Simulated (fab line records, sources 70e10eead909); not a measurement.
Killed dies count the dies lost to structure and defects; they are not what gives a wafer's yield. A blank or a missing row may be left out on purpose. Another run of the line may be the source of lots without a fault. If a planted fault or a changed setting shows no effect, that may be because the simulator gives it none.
A single fault, viewed from 2 desks -- flow nandHarc -- only its own numbers are on each desk; what lay behind them is given at the end

== METROLOGY DESK ==
What the gauges read for every lot (on any tool): the sampled wafers with a number, averaged. Any lot whose mean is over 4 standard deviations away from the usual mean is out of limits and marked OUT; that distance is given in the brackets.
Columns: A = cdNm at NHARC_THIN_TSV_CD_MEAS_37, usual 5001 nm
lot,first seen here,A
L852,day 23 21:42,5003
L855,day 24 14:58,4999
L853,day 24 16:43,5004
L854,day 24 18:01,5003
L857,day 25 14:54,4998
L861,day 27 19:44,5006
L862,day 28 08:26,4997
L872,day 32 01:47,4996
L873,day 32 20:33,5004
L875,day 33 18:33,5001
This desk's verdict: no lot among the 10 shows anything out of limits.

== DESK OF THE TOOL OWNER: pvdSputter-02 ==
Per lot that ran on this tool, the mean of the sampled wafers carrying a number, from the tool's own readings at NHARC_P_BONDPAD_PRE_CLEAN_26 (time 30 s). Any lot whose mean is over 4 standard deviations away from the usual mean is out of limits and marked OUT; that distance is given in the brackets.
Columns: A = heaterPowerW at NHARC_P_BONDPAD_PRE_CLEAN_26, usual 453 W
lot,first seen here,A
L853,day 7 03:33,461
L855,day 7 19:23,460
L861,day 10 15:26,447
L862,day 10 22:44,444
L872,day 14 18:05,434
L873,day 15 07:18,450
This desk's verdict: no lot among the 6 shows anything out of limits.

== PUT TOGETHER ==
Metrology desk: nothing out of limits seen.
Nothing out of limits was seen by the tool owner's desk.

== WHAT HAD BEEN PUT IN BY THE SIMULATOR ==
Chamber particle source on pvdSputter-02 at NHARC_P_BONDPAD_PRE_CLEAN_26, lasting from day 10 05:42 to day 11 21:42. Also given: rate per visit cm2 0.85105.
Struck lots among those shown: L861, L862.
